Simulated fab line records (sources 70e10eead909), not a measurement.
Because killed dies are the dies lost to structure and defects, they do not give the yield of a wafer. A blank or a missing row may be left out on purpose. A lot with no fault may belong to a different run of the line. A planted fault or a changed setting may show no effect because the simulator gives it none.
Problem report in the 8D (eight disciplines) form, filled by code || flow nand harc || the parts of the form that need people (team, actions taken, sign-off) are left out

1. WHAT IS WRONG
Wafers without a fault read 997 nm, standard deviation 12; thk nm at NHARC_A_ONON_D2_THK_MEAS_14 reads a mean of 661 nm on 4 wafers belonging to 3 lots. That is -28 standard deviations from the usual mean.
The step: measures by ellipsometry.
First observed at day 18 10:44: wafer L752.1, on film metro-01. At this step, 36 wafers from 13 lots have a number in the record. By rule, "out" or "out of limits" means more than 4 standard deviations away from the usual mean. The rest of the wafers with a number are treated as sound.

2. WHAT IT IS, AND WHAT IT ISN'T
{"question": "which readings at this step", "is": "thk nm", "is not": "-"}
{"question": "which lots", "is": "L751, L752, L754", "is not": "L738, L741, L742, L743, L744, L746, L757, L758, L759, L760"}
{"question": "which wafers of those lots", "is": "L751.1, L752.1, L752.6, L754.1", "is not": "L751.3, L754.3"}
{"question": "read on which gauges", "is": "film metro-01", "is not": "film metro-02"}
{"question": "when", "is": "from day 18 10:44", "is not": "up to then (18 sound wafers); but 14 sound wafers of L751, L754, L757, L758, L759, L760 came after"}

3. SUSPECTS, AND WHAT RULES EACH OUT
Counting: a tool at a process step up to the reading stays a suspect if it ran every lot that is out. Sound lots after the first of them don't rule it out here, since some wafers of a struck lot are sound.
- ruled out: the gauge at NHARC_A_ONON_D2_THK_MEAS_14. All the wafers that are out were read on film metro-01, but those of them that NHARC_END_SORT_01 has rows for are out there too, on other tools.
- rie diel-02 at NHARC_A_CHANNEL_HOLE_D1_ETCH_16 (etches the open film in O2/COS, target depth 3100 nm, time 806 s): kept. It processed each lot that is out (first: L752, day 14 15:56); up to then, its last sound lot is L744 (day 11 16:48). Because NHARC_A_CHANNEL_HOLE_D1_ETCH_16 lacks a start for some lots, the hours and order of its lots are taken from NHARC_A_CHANNEL_HOLE_D1_ETCH_25.
- pecvd onon-02 at NHARC_A_ONON_D2_DEP_12 (target thk 1000 nm): kept. It processed each lot that is out (first: L752, day 18 10:14); up to then, its last sound lot is L738 (day 13 06:04).
- Within rie diel-02 at NHARC_A_CHANNEL_HOLE_D1_ETCH_16: the wafers that are out ran in chambers 0, 2, 3; their sound lot-mates ran in chamber 1.
The count leaves pecvd onon-02 at NHARC_A_ONON_D2_DEP_12 and rie diel-02 at NHARC_A_CHANNEL_HOLE_D1_ETCH_16.

4. THE CAUSE (what the simulator had put in)
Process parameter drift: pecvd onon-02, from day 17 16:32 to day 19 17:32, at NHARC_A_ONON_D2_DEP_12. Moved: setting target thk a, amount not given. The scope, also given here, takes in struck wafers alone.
2 suspects survive the count, and this tool is in that group.

5. THE EFFECT CHAIN, in route order
Each row: a reading where the mean over the struck wafers with a number is more than 3 standard deviations away from the usual. Only readings whose record carries a usual standard deviation are examined. hours: median over the lots of the time between each lot's start at the first step of this table that gives one and its start at this step. sigmas: the change, counted in usual standard deviations.
{"hours": 0, "step": "NHARC_A_ONON_D2_THK_MEAS_14", "reading": "thk nm", "usual": "997 nm", "on struck wafers": 661, "change": -336, "sigmas": -28}
{"hours": 289, "step": "NHARC_END_SORT_01", "reading": "killed at array", "usual": 58, "on struck wafers": 674, "change": "+616", "sigmas": "+41"}
{"hours": 289, "step": "NHARC_END_SORT_01", "reading": "killed dies", "usual": 62, "on struck wafers": 677, "change": "+615", "sigmas": "+41"}

6. HOW IT WOULD HAVE BEEN CAUGHT EARLIER
The first out-of-limits reading at a measuring or inspecting step in this record came at day 18 10:44, 18 hours after the fault's start at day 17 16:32.
Of the lots that are out (3), L751, L754 began NHARC_A_ONON_D2_DEP_12 on pecvd onon-02 after day 18 10:44. A hold on the tool at that time would have spared those 2.
